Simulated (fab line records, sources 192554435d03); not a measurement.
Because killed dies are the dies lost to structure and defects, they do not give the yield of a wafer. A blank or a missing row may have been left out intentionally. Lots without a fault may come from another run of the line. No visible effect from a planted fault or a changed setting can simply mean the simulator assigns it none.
Matching of chambers | flow n5 finfet | 3 sister chambers for N5_BEOL_M8_CMP_52 on cmp-01
The step polishes, stops on SiCOH lowk, t overpolish 6.9 s, target thk 80 nm. 6 wafers are shown with their chamber, then 7 later ones without.

== WAFERS WITH THEIR CHAMBER ==
wafer  | chamber | barrier field endpoint s (s) | motor current A (A)
L081.4 | 2       | 29.2                         | 6.3
L081.5 | 2       | 29.3                         | 5.8
L083.3 | 1       | 28.1                         | 6.4
L083.4 | 3       | 28.4                         | 5.6
L083.6 | 3       | 28.5                         | 6.3
L090.1 | 1       | 30.7                         | 6.5

== WAFERS WITH NO CHAMBER GIVEN ==
wafer  | barrier field endpoint s (s) | motor current A (A)
L090.5 | 30.5                         | 6.5
L090.6 | 29.6                         | 5.9
L094.1 | 29.1                         | 6.2
L094.3 | 28.2                         | 5.4
L094.4 | 30.2                         | 6.1
L097.3 | 29.4                         | 6.2
L097.6 | 30.0                         | 5.9

== THE CHAMBER EACH PASSED THROUGH ==
wafer  | from the rows above          | in truth
L090.5 | can't be placed: 1 or 2 or 3 | 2
L090.6 | can't be placed: 2 or 3 or 1 | 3
L094.1 | can't be placed: 2 or 1 or 3 | 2
L094.3 | can't be placed: 3 or 2 or 1 | 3
L094.4 | can't be placed: 2 or 1 or 3 | 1
L097.3 | can't be placed: 2 or 1 or 3 | 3
L097.6 | can't be placed: 2 or 3 or 1 | 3
0 of 7 placed correctly. Unplaceable from these rows: 7, with the true chamber sitting among the candidates in 7. 0 placed wrongly.
How it was worked out, from the rows above alone: a wafer's distance from a chamber is the root of the sum, over the readings, of the square of ((its reading less the chamber's mean) divided by the reading's scatter). The wafer belongs to the nearest chamber; if the next one is less than 2 further off, it can't be placed. For every chamber, the mean is computed from those of its wafers that are shown. The scatter: take each reading less its chamber's mean, square it, sum over the shown wafers, divide by the number of wafers less the number of chambers, and take the root.
